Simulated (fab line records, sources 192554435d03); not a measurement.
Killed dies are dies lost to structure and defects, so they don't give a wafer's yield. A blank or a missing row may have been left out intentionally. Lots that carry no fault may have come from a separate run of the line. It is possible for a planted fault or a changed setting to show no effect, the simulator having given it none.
The same fault as seen by 2 desks    flow n5Finfet    every desk sees just its own numbers, and what lay behind them comes last

== DESK OF THE TOOL OWNER: aldSin-01 ==
The tool's own readings at N5_FIN_SAQP_SPACER1_ALD_24 (deposits SiO2, target thk 20.3 nm, pulse time 1 s, purge time 2 s): means of the sampled wafers that have a number, for each lot that ran on this tool. If a lot's mean is further than 4 standard deviations from the usual mean, the lot is out of limits and carries the mark OUT (the distance appears in the brackets).
Columns: A = heaterPowerW at N5_FIN_SAQP_SPACER1_ALD_24, usual 479 W; B = precursorPulseHeightRel at N5_FIN_SAQP_SPACER1_ALD_24, usual 1.001
lot   first seen here  A    B
L356  day 3 12:05      479  0.979
L358  day 3 23:55      513  1.002
L363  day 5 08:34      425  0.999
L365  day 5 17:03      420  0.996
This desk found nothing out of limits on any of the 4 lots.

== FROM THE METROLOGY DESK ==
Means of the sampled wafers that have a number, per lot and without regard to the tool the lot ran on: this is what the gauges read. If a lot's mean is further than 4 standard deviations from the usual mean, the lot is out of limits and carries the mark OUT (the distance appears in the brackets).
Columns: A = cdNm at N5_FIN_SAQP_CD_MEAS_27, usual 20.36 nm
lot   first seen here  A
L350  day 1 23:52      20.18
L351  day 2 05:45      19.98
L352  day 2 11:46      20.66
L353  day 2 18:19      20.22
L354  day 3 00:34      20.57
L355  day 3 06:08      20.31
L356  day 3 13:01      20.13
L357  day 3 17:58      20.13
L358  day 4 00:50      20.30
L359  day 4 06:10      20.20
L363  day 5 09:29      15.99 (-17) OUT
L365  day 5 17:58      15.81 (-18) OUT
L372  day 7 13:13      20.37
L373  day 7 18:17      20.21
This desk finds L363, L365 out of limits, L363 being first, at day 5 09:29 (cdNm at N5_FIN_SAQP_CD_MEAS_27). Within limits: L350, L351, L352, L353, L354, L355, L356, L357, L358, L359, L372, L373.

== BROUGHT TOGETHER ==
An alarm was possible from the metrology desk at day 5 09:29, on L363, L365.
Nothing out of limits was seen by the tool owner's desk.
The tool owner's desk has L363, L365 on record, within its limits.
The lots listed all ran N5_FIN_SAQP_SPACER1_ALD_24 on aldSin-01.

== WHAT THE SIMULATOR HAD INSERTED ==
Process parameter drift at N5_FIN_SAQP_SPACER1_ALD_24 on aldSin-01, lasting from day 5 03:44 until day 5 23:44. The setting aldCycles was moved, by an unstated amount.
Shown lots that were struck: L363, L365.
Time in hours between the start of the fault and the first out-of-limits reading at each desk: metrology desk, 6.
